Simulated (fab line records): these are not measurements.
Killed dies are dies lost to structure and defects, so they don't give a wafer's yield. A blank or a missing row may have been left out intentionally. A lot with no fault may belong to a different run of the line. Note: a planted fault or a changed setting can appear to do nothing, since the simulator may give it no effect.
The same fault as seen by 3 desks ; flow n5_finfet ; what lay behind the numbers comes last; until then each desk has only its own

FROM THE METROLOGY DESK
What the gauges read for every lot (on any tool): the sampled wafers with a number, averaged. The brackets show how far a lot's mean lies from the usual mean; more than 4 standard deviations puts the lot out of limits, marked OUT.
Columns: A = cd_nm at N5_BEOL_M7_CD_MEAS_28, usual 39.97 nm; B = V6_OVL at N5_BEOL_M7_OVL_MEAS_29, usual 0.2 nm
lot;first seen here;A;B
L520;day 9 18:03;39.88;0.9
L523;day 10 01:00;39.93;1.3
L532;day 12 20:16;39.90;0.7
L534;day 12 20:46;39.98;-0.1
L538;day 13 13:46;40.11;-1.1
L542;day 15 05:37;39.74;0.6
Finding of this desk: none of the 6 lots has anything out of limits.

DESK OF THE TOOL OWNER: rie_diel-01
The tool's own readings at N5_BEOL_M7_VIA_ETCH_34 (etches SiCOH lowk in C4F6/O2, target depth 125.5 nm, time 50.5 s): means of the sampled wafers that have a number, for each lot that ran on this tool. The brackets show how far a lot's mean lies from the usual mean; more than 4 standard deviations puts the lot out of limits, marked OUT. Readings shown: 7 out of 8 (the first out of limits, and those lying furthest out on some lot).
Columns: A = drypump_motor_current_A at N5_BEOL_M7_VIA_ETCH_34, usual 5.7 A; B = oes_f_703_au at N5_BEOL_M7_VIA_ETCH_34, usual 0.80 a.u.; C = oes_o_777_au at N5_BEOL_M7_VIA_ETCH_34, usual 0.80 a.u.; D = rf_fwd_power_W at N5_BEOL_M7_VIA_ETCH_34, usual 341.6 W; E = rf_vpp_V at N5_BEOL_M7_VIA_ETCH_34, usual 667 V; F = showerhead_plenum_p_Torr at N5_BEOL_M7_VIA_ETCH_34, usual 2.88 Torr; G = throttle_valve_pct at N5_BEOL_M7_VIA_ETCH_34, usual 20.79 %
lot;first seen here;A;B;C;D;E;F;G
L523;day 10 01:18;5.3;0.82;0.81;341.1;672;2.83;20.75
L532;day 12 20:34;5.4;0.73;0.74;314.0 (-20) OUT;705 (+7.2) OUT;2.88;20.84
L534;day 12 21:04;5.7;0.63;0.65;286.9 (-39) OUT;736 (+13) OUT;2.95;20.99
This desk's finding: out of limits on L532, L534; first on L532, day 12 20:34 (rf_fwd_power_W at N5_BEOL_M7_VIA_ETCH_34). L523: within limits.

THE DEFECT DESK
Per lot, the means of the sampled wafers with a number show what the inspections along the route counted. The brackets show how far a lot's mean lies from the usual mean; more than 4 standard deviations puts the lot out of limits, marked OUT.
Columns: A = raw_defect_count at N5_BEOL_M7_INSPECT_30, usual 438
lot;first seen here;A
L520;day 9 18:08;474
L523;day 10 01:05;496
L532;day 12 20:22;520
L534;day 12 20:51;550
L538;day 13 13:51;418
L542;day 15 05:42;522
Finding of this desk: none of the 6 lots has anything out of limits.

PUT TOGETHER
At day 12 20:34, on L532, L534, the tool owner's desk was in a position to raise an alarm.
At the metrology desk, nothing out of limits was observed.
The defect desk saw nothing out of limits.
The metrology desk has L532, L534 on record, within its limits.
The defect desk has L532, L534 on record, within its limits.
N5_BEOL_M7_VIA_ETCH_34 was run on rie_diel-01 by each of the lots named.

WHAT HAD BEEN PUT IN BY THE SIMULATOR
rie_diel-01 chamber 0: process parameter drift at N5_BEOL_M7_VIA_ETCH_34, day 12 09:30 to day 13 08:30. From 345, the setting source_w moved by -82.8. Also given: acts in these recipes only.
Lots struck among those shown: L532, L534.
Time in hours from fault onset to the first out-of-limits reading at each desk: the tool owner's desk, 11.
